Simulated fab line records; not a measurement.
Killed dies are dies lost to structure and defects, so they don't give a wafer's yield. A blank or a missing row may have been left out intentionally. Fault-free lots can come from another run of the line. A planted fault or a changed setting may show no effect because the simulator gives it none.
Which tool did it? || flow n5Finfet || 10 lots with 30 wafers sampled at 5 steps, on a route of 1938 steps

== WHAT THE GAUGES READ, wafer by wafer ==
N5_BEOL_M3_THK_MEAS_53: measures by xrf. Usual: M3_THK 41.2 nm, standard deviation 1.8.
{"lot": "L189", "measured": "day 7 07:19", "on": "filmMetro-02", "M3_THK (nm)": "41.8 40.3 44.1", "flag": ""}
{"lot": "L195", "measured": "day 8 19:55", "on": "filmMetro-02", "M3_THK (nm)": "44.2 43.5 44.1", "flag": ""}
{"lot": "L194", "measured": "day 9 01:50", "on": "filmMetro-02", "M3_THK (nm)": "40.0 40.2 40.1", "flag": ""}
{"lot": "L196", "measured": "day 9 03:53", "on": "filmMetro-01", "M3_THK (nm)": "38.5 41.7 43.8", "flag": ""}
{"lot": "L198", "measured": "day 9 07:34", "on": "filmMetro-02", "M3_THK (nm)": "40.1 38.2 41.2", "flag": ""}
{"lot": "L199", "measured": "day 10 00:44", "on": "filmMetro-02", "M3_THK (nm)": "39.4 42.7 41.9", "flag": ""}
{"lot": "L200", "measured": "day 10 06:35", "on": "filmMetro-02", "M3_THK (nm)": "39.3 40.0 41.1", "flag": ""}
{"lot": "L207", "measured": "day 11 22:28", "on": "filmMetro-01", "M3_THK (nm)": "41.9 40.6 43.4", "flag": ""}
{"lot": "L208", "measured": "day 12 14:59", "on": "filmMetro-01", "M3_THK (nm)": "39.9 40.8 42.7", "flag": ""}
{"lot": "L211", "measured": "day 13 07:03", "on": "filmMetro-01", "M3_THK (nm)": "42.7 40.0 41.5", "flag": ""}

N5_BEOL_M4_RC_MEAS_101. Usual: DIBL_N 35.9 mV/V, standard deviation 1.4; DIBL_P 35.9 mV/V, standard deviation 1.7; IOFF_N 0.160 nA/um, standard deviation 0.026; IOFF_P 0.21 nA/um, standard deviation 0.036; ION_N 672 uA/um, standard deviation 11; ION_P 461 uA/um, standard deviation 8.1; SS_N 71.4 mV/dec, standard deviation 0.54; SS_P 73.2 mV/dec, standard deviation 0.67; VT_N 249.3 mV, standard deviation 2.7; VT_P -250 mV, standard deviation 3.9.
{"lot": "L189", "measured": "day 7 17:38", "on": "prober-01", "DIBL_N (mV/V)": "35.5 34.1 34.8", "DIBL_P (mV/V)": "35.6 33.7 34.4", "IOFF_N (nA/um)": "0.172 0.148 0.159", "IOFF_P (nA/um)": "0.26 0.23 0.24", "ION_N (uA/um)": "685 678 681", "ION_P (uA/um)": "473 478 474", "SS_N (mV/dec)": "71.3 71.3 71.0", "SS_P (mV/dec)": "73.5 73.0 72.9", "VT_N (mV)": "250.0 248.9 248.9", "VT_P (mV)": "-243 -246 -244", "flag": ""}
{"lot": "L195", "measured": "day 9 05:35", "on": "prober-01", "DIBL_N (mV/V)": "35.8 37.2 35.4", "DIBL_P (mV/V)": "37.4 38.3 36.6", "IOFF_N (nA/um)": "0.168 0.183 0.158", "IOFF_P (nA/um)": "0.24 0.24 0.21", "ION_N (uA/um)": "689 681 666", "ION_P (uA/um)": "473 463 459", "SS_N (mV/dec)": "71.4 71.7 70.7", "SS_P (mV/dec)": "73.3 73.6 73.8", "VT_N (mV)": "248.0 246.9 249.3", "VT_P (mV)": "-249 -247 -252", "flag": ""}
{"lot": "L194", "measured": "day 9 14:31", "on": "prober-01", "DIBL_N (mV/V)": "37.4 37.1 35.0", "DIBL_P (mV/V)": "35.6 36.0 33.4", "IOFF_N (nA/um)": "0.178 0.178 0.136", "IOFF_P (nA/um)": "0.20 0.21 0.16", "ION_N (uA/um)": "674 686 664", "ION_P (uA/um)": "456 458 448", "SS_N (mV/dec)": "71.8 71.6 71.7", "SS_P (mV/dec)": "73.3 73.6 72.4", "VT_N (mV)": "247.8 249.2 253.0", "VT_P (mV)": "-255 -253 -255", "flag": ""}
{"lot": "L196", "measured": "day 9 16:41", "on": "prober-01", "DIBL_N (mV/V)": "36.4 36.4 35.4", "DIBL_P (mV/V)": "34.8 35.9 34.2", "IOFF_N (nA/um)": "0.153 0.160 0.147", "IOFF_P (nA/um)": "0.20 0.23 0.20", "ION_N (uA/um)": "671 677 670", "ION_P (uA/um)": "464 474 465", "SS_N (mV/dec)": "71.4 71.3 70.6", "SS_P (mV/dec)": "73.4 73.2 72.6", "VT_N (mV)": "250.6 248.7 249.6", "VT_P (mV)": "-250 -247 -246", "flag": ""}
{"lot": "L198", "measured": "day 10 05:20", "on": "prober-02", "DIBL_N (mV/V)": "35.6 35.7 36.2", "DIBL_P (mV/V)": "34.3 35.1 34.6", "IOFF_N (nA/um)": "0.140 0.142 0.146", "IOFF_P (nA/um)": "0.19 0.19 0.19", "ION_N (uA/um)": "666 663 670", "ION_P (uA/um)": "456 457 462", "SS_N (mV/dec)": "71.3 70.9 71.1", "SS_P (mV/dec)": "72.4 72.9 72.4", "VT_N (mV)": "253.3 251.2 250.4", "VT_P (mV)": "-252 -250 -250", "flag": ""}
{"lot": "L199", "measured": "day 10 14:10", "on": "prober-02", "DIBL_N (mV/V)": "35.7 34.4 33.6", "DIBL_P (mV/V)": "35.9 34.8 33.0", "IOFF_N (nA/um)": "0.157 0.137 0.122", "IOFF_P (nA/um)": "0.21 0.20 0.17", "ION_N (uA/um)": "667 666 648", "ION_P (uA/um)": "456 463 452", "SS_N (mV/dec)": "71.3 70.3 71.2", "SS_P (mV/dec)": "73.0 73.0 71.8", "VT_N (mV)": "250.1 248.8 253.3", "VT_P (mV)": "-247 -248 -251", "flag": ""}
{"lot": "L200", "measured": "day 10 16:13", "on": "prober-01", "DIBL_N (mV/V)": "35.7 32.5 36.7", "DIBL_P (mV/V)": "36.3 31.9 37.0", "IOFF_N (nA/um)": "0.153 0.104 0.161", "IOFF_P (nA/um)": "0.19 0.14 0.20", "ION_N (uA/um)": "676 658 663", "ION_P (uA/um)": "455 448 452", "SS_N (mV/dec)": "70.7 70.6 71.4", "SS_P (mV/dec)": "74.0 72.7 74.8", "VT_N (mV)": "248.6 258.3 250.6", "VT_P (mV)": "-255 -257 -255", "flag": ""}
{"lot": "L207", "measured": "day 12 12:24", "on": "prober-01", "DIBL_N (mV/V)": "37.8 34.7 37.3", "DIBL_P (mV/V)": "38.4 34.8 38.4", "IOFF_N (nA/um)": "0.207 0.137 0.178", "IOFF_P (nA/um)": "0.23 0.18 0.23", "ION_N (uA/um)": "679 658 672", "ION_P (uA/um)": "458 456 459", "SS_N (mV/dec)": "72.8 71.4 72.2", "SS_P (mV/dec)": "73.4 72.3 74.3", "VT_N (mV)": "246.9 250.4 245.6", "VT_P (mV)": "-248 -252 -248", "flag": ""}
{"lot": "L208", "measured": "day 13 00:23", "on": "prober-01", "DIBL_N (mV/V)": "35.5 37.5 35.4", "DIBL_P (mV/V)": "35.9 38.4 35.7", "IOFF_N (nA/um)": "0.162 0.193 0.156", "IOFF_P (nA/um)": "0.25 0.28 0.24", "ION_N (uA/um)": "663 680 667", "ION_P (uA/um)": "465 472 462", "SS_N (mV/dec)": "72.1 72.4 71.2", "SS_P (mV/dec)": "72.7 74.2 72.8", "VT_N (mV)": "249.5 248.3 249.9", "VT_P (mV)": "-243 -244 -248", "flag": ""}
{"lot": "L211", "measured": "day 13 21:41", "on": "prober-01", "DIBL_N (mV/V)": "36.2 35.4 34.2", "DIBL_P (mV/V)": "37.0 37.1 34.5", "IOFF_N (nA/um)": "0.186 0.171 0.136", "IOFF_P (nA/um)": "0.23 0.22 0.18", "ION_N (uA/um)": "670 690 660", "ION_P (uA/um)": "458 465 451", "SS_N (mV/dec)": "72.1 71.6 71.1", "SS_P (mV/dec)": "73.9 74.4 72.8", "VT_N (mV)": "245.1 248.0 251.7", "VT_P (mV)": "-248 -250 -253", "flag": ""}

== EACH LOT AND THE TOOL THAT RAN IT (in order: tool; ch and the chambers of the sampled wafers; start) ==
{"lot": "L189", "N5_BEOL_M3_DEP_57": "pecvd-01 ch 0,1, day 7 07:31", "N5_BEOL_M4_ILD_DEP_00": "pecvd-02 ch 0,1,2, day 7 07:38", "N5_BEOL_M4_COAT_73": "lithoTrack-01 ch 0, day 7 08:44"}
{"lot": "L195", "N5_BEOL_M3_DEP_57": "pecvd-01 ch 0,1, day 8 20:06", "N5_BEOL_M4_ILD_DEP_00": "pecvd-01 ch 0,1, day 8 20:14", "N5_BEOL_M4_COAT_73": "lithoTrack-02 ch 0, day 8 20:44"}
{"lot": "L194", "N5_BEOL_M3_DEP_57": "pecvd-01 ch 0,1,2, day 9 02:02", "N5_BEOL_M4_ILD_DEP_00": "pecvd-01 ch 0,1, day 9 02:10", "N5_BEOL_M4_COAT_73": "lithoTrack-03 ch 0, day 9 02:32"}
{"lot": "L196", "N5_BEOL_M3_DEP_57": "pecvd-01 ch 0,1,2, day 9 04:04", "N5_BEOL_M4_ILD_DEP_00": "pecvd-01 ch 0,1, day 9 04:12", "N5_BEOL_M4_COAT_73": "lithoTrack-02 ch 0, day 9 04:30"}
{"lot": "L198", "N5_BEOL_M3_DEP_57": "pecvd-01 ch 0,1,2, day 9 07:45", "N5_BEOL_M4_ILD_DEP_00": "pecvd-04 ch 1,2, day 9 07:53", "N5_BEOL_M4_COAT_73": "lithoTrack-02 ch 0, day 9 08:33"}
{"lot": "L199", "N5_BEOL_M3_DEP_57": "pecvd-01 ch 1, day 10 01:02", "N5_BEOL_M4_ILD_DEP_00": "pecvd-04 ch 0,1,2, day 10 01:14", "N5_BEOL_M4_COAT_73": "lithoTrack-02 ch 0, day 10 01:59"}
{"lot": "L200", "N5_BEOL_M3_DEP_57": "pecvd-01 ch 0,1, day 10 06:47", "N5_BEOL_M4_ILD_DEP_00": "pecvd-04 ch 0,2, day 10 06:56", "N5_BEOL_M4_COAT_73": "lithoTrack-01 ch 0, day 10 08:38"}
{"lot": "L207", "N5_BEOL_M3_DEP_57": "pecvd-03 ch 1,2, day 11 22:40", "N5_BEOL_M4_ILD_DEP_00": "pecvd-01 ch 0,2, day 11 22:47", "N5_BEOL_M4_COAT_73": "lithoTrack-03 ch 0, day 11 23:10"}
{"lot": "L208", "N5_BEOL_M3_DEP_57": "pecvd-02 ch 0,1, day 12 15:10", "N5_BEOL_M4_ILD_DEP_00": "pecvd-04 ch 0,1,2, day 12 15:18", "N5_BEOL_M4_COAT_73": "lithoTrack-01 ch 0, day 12 15:57"}
{"lot": "L211", "N5_BEOL_M3_DEP_57": "pecvd-02 ch 1,2, day 13 07:16", "N5_BEOL_M4_ILD_DEP_00": "pecvd-02 ch 1,2, day 13 07:28", "N5_BEOL_M4_COAT_73": "lithoTrack-02 ch 0, day 13 09:11"}
- N5_BEOL_M3_DEP_57: deposits SiCN from 3MS/NH3, target thk 8 nm, time 14 s.
- N5_BEOL_M4_ILD_DEP_00: deposits SiOC from DEMS/O2, target thk 79 nm, time 15.3 s.
- N5_BEOL_M4_COAT_73: time 60 s, resist thk 5 nm.

== WHAT THE TOOLS THEMSELVES READ (means of the sampled wafers that have a number; where no wafer has one, the mark that the record gives instead) ==
N5_BEOL_M3_DEP_57. Usual: showerheadPlenumPTorr 3.663 Torr, standard deviation 0.014; throttleValvePct 9.0 %, standard deviation 0.36.
{"lot": "L189", "tool": "pecvd-01", "showerheadPlenumPTorr (Torr)": 3.645, "throttleValvePct (%)": 9.2, "flag": ""}
{"lot": "L195", "tool": "pecvd-01", "showerheadPlenumPTorr (Torr)": 3.656, "throttleValvePct (%)": 9.4, "flag": ""}
{"lot": "L194", "tool": "pecvd-01", "showerheadPlenumPTorr (Torr)": 3.659, "throttleValvePct (%)": 9.2, "flag": ""}
{"lot": "L196", "tool": "pecvd-01", "showerheadPlenumPTorr (Torr)": 3.661, "throttleValvePct (%)": 8.9, "flag": ""}
{"lot": "L198", "tool": "pecvd-01", "showerheadPlenumPTorr (Torr)": 3.658, "throttleValvePct (%)": 9.1, "flag": ""}
{"lot": "L199", "tool": "pecvd-01", "showerheadPlenumPTorr (Torr)": 3.643, "throttleValvePct (%)": 8.9, "flag": ""}
{"lot": "L200", "tool": "pecvd-01", "showerheadPlenumPTorr (Torr)": 3.652, "throttleValvePct (%)": 9.1, "flag": ""}
{"lot": "L207", "tool": "pecvd-03", "showerheadPlenumPTorr (Torr)": 3.671, "throttleValvePct (%)": 8.9, "flag": ""}
{"lot": "L208", "tool": "pecvd-02", "showerheadPlenumPTorr (Torr)": 3.676, "throttleValvePct (%)": 9.3, "flag": ""}
{"lot": "L211", "tool": "pecvd-02", "showerheadPlenumPTorr (Torr)": 3.670, "throttleValvePct (%)": 8.6, "flag": ""}

N5_BEOL_M4_ILD_DEP_00. Usual: heaterPowerW 551 W, standard deviation 80; showerheadPlenumPTorr 5.686 Torr, standard deviation 0.016; throttleValvePct 11.9 %, standard deviation 0.4.
{"lot": "L189", "tool": "pecvd-02", "heaterPowerW (W)": 588, "showerheadPlenumPTorr (Torr)": 5.701, "throttleValvePct (%)": 11.9, "flag": ""}
{"lot": "L195", "tool": "pecvd-01", "heaterPowerW (W)": 446, "showerheadPlenumPTorr (Torr)": 5.675, "throttleValvePct (%)": 11.8, "flag": ""}
{"lot": "L194", "tool": "pecvd-01", "heaterPowerW (W)": 455, "showerheadPlenumPTorr (Torr)": 5.681, "throttleValvePct (%)": 12.2, "flag": ""}
{"lot": "L196", "tool": "pecvd-01", "heaterPowerW (W)": 413, "showerheadPlenumPTorr (Torr)": 5.680, "throttleValvePct (%)": 12.0, "flag": ""}
{"lot": "L198", "tool": "pecvd-04", "heaterPowerW (W)": 535, "showerheadPlenumPTorr (Torr)": 5.666, "throttleValvePct (%)": 12.1, "flag": ""}
{"lot": "L199", "tool": "pecvd-04", "heaterPowerW (W)": 533, "showerheadPlenumPTorr (Torr)": 5.685, "throttleValvePct (%)": 12.0, "flag": ""}
{"lot": "L200", "tool": "pecvd-04", "heaterPowerW (W)": 647, "showerheadPlenumPTorr (Torr)": 5.682, "throttleValvePct (%)": 12.0, "flag": ""}
{"lot": "L207", "tool": "pecvd-01", "heaterPowerW (W)": 555, "showerheadPlenumPTorr (Torr)": 5.703, "throttleValvePct (%)": 11.8, "flag": ""}
{"lot": "L208", "tool": "pecvd-04", "heaterPowerW (W)": 577, "showerheadPlenumPTorr (Torr)": 5.675, "throttleValvePct (%)": 12.1, "flag": ""}
{"lot": "L211", "tool": "pecvd-02", "heaterPowerW (W)": 623, "showerheadPlenumPTorr (Torr)": 5.693, "throttleValvePct (%)": 11.6, "flag": ""}

N5_BEOL_M4_COAT_73. Usual: 1499.7 rpm for spinSpeedRpm, sd 0.97.
{"lot": "L189", "tool": "lithoTrack-01", "spinSpeedRpm (rpm)": 1500.1, "flag": ""}
{"lot": "L195", "tool": "lithoTrack-02", "spinSpeedRpm (rpm)": 1500.4, "flag": ""}
{"lot": "L194", "tool": "lithoTrack-03", "spinSpeedRpm (rpm)": 1500.0, "flag": ""}
{"lot": "L196", "tool": "lithoTrack-02", "spinSpeedRpm (rpm)": 1357.3, "flag": "OFF"}
{"lot": "L198", "tool": "lithoTrack-02", "spinSpeedRpm (rpm)": 1357.0, "flag": "OFF"}
{"lot": "L199", "tool": "lithoTrack-02", "spinSpeedRpm (rpm)": 1357.3, "flag": "OFF"}
{"lot": "L200", "tool": "lithoTrack-01", "spinSpeedRpm (rpm)": 1499.8, "flag": ""}
{"lot": "L207", "tool": "lithoTrack-03", "spinSpeedRpm (rpm)": 1499.3, "flag": ""}
{"lot": "L208", "tool": "lithoTrack-01", "spinSpeedRpm (rpm)": 1500.1, "flag": ""}
{"lot": "L211", "tool": "lithoTrack-02", "spinSpeedRpm (rpm)": 1499.5, "flag": ""}

== THE ANSWER, worked out from the rows above alone ==
Rule: take the mean of a lot's wafers that have a number; if it is more than 3 standard deviations from the usual mean, the lot is off. Also off: a lot with no number at a reading for which 4 or more lots have one. All remaining lots with rows at the step are treated as sound. First the gauges in route order, then the tools' own readings, where a lot's mean is used as printed above. The first step at which some lot is off is used, and at that step the reading that is off furthest; a lot without a number counts as furthest.
Off at N5_BEOL_M4_COAT_73 (spinSpeedRpm): L196, L198, L199.
If a tool, at that step or one of the process steps before it, ran each lot that is off and ran no sound lot following the first of them, it fits. No candidate that was tried fits.

== WHAT THE SIMULATOR HAD PUT IN ==
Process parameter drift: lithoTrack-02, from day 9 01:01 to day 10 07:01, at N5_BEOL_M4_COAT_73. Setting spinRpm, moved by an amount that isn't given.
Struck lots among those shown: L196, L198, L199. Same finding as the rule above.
